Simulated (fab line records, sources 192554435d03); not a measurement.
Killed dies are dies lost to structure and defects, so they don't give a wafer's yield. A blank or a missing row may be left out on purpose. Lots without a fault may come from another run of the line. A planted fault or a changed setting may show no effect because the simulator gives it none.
Chamber matching | flow n5_finfet | N5_DUMMY_GATE_ALD_02 on ald_sin-03: 4 sister chambers
The step deposits SiO2, target thk 2 nm, pulse time 1 s. 16 wafers are shown with their chamber, then 8 later ones without.

WAFERS WITH THEIR CHAMBER
wafer  | chamber | heater_power_outer_w (W) | heater_power_w (W) | precursor_pulse_height_rel
L077.2 | 1       | 231                      | 457                | 1.018
L077.3 | 0       | 278                      | 477                | 0.987
L077.4 | 2       | 267                      | 490                | 1.021
L078.2 | 1       | 230                      | 470                | 1.014
L078.3 | 0       | 284                      | 474                | 0.946
L078.4 | 2       | 253                      | 479                | 0.998
L080.3 | 1       | 225                      | 467                | 0.979
L080.4 | 0       | 287                      | 480                | 0.999
L080.6 | 1       | 234                      | 457                | 0.979
L081.3 | 3       | 239                      | 460                | 0.976
L081.4 | 1       | 232                      | 453                | 0.996
L081.6 | 0       | 277                      | 469                | 1.009
L086.1 | 0       | 278                      | 480                | 0.974
L086.2 | 1       | 224                      | 462                | 1.018
L086.6 | 0       | 280                      | 473                | 0.964
L091.2 | 1       | 232                      | 464                | 1.019

SIGNATURES (means of the wafers above)
reading                    | chamber 0 | chamber 1 | chamber 2 | chamber 3 | scatter within a chamber
heater_power_outer_w       | 280.67    | 229.71    | 260.00    | 239.00    | 4.68
heater_power_w             | 475.50    | 461.43    | 484.50    | 460.00    | 5.6
precursor_pulse_height_rel | 0.97983   | 1.00329   | 1.00950   | 0.97600   | 0.0204
Rule: a wafer's distance from a chamber is the root of the sum, over the readings, of the square of ((its reading less the chamber's mean) divided by the reading's scatter). The wafer belongs to the nearest chamber; if the next one is less than 2 further off, it can't be placed. The scatter: the root of (the sum of the squares of (reading less its chamber's mean) over the shown wafers, divided by (wafers less chambers)).

WAFERS WITHOUT THEIR CHAMBER
wafer  | heater_power_outer_w (W) | heater_power_w (W) | precursor_pulse_height_rel
L091.4 | 262                      | 496                | 1.001
L091.6 | 265                      | 490                | 0.993
L093.2 | 265                      | 481                | 1.029
L093.3 | 282                      | 475                | 0.989
L093.5 | 267                      | 487                | 1.012
L095.1 | 235                      | 464                | 0.979
L095.2 | 283                      | 478                | 0.985
L095.5 | 268                      | 488                | 0.976

WHICH CHAMBER EACH WENT THROUGH
wafer  | from the rows above     | in truth
L091.4 | 2                       | 2
L091.6 | 2                       | 2
L093.2 | 2                       | 2
L093.3 | 0                       | 0
L093.5 | 2                       | 2
L095.1 | can't be placed: 3 or 1 | 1
L095.2 | 0                       | 0
L095.5 | can't be placed: 2 or 0 | 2
Placed correctly: 6 of 8. Can't be placed from these rows: 2 (the true chamber is among the candidates in 2). Placed wrongly: 0.
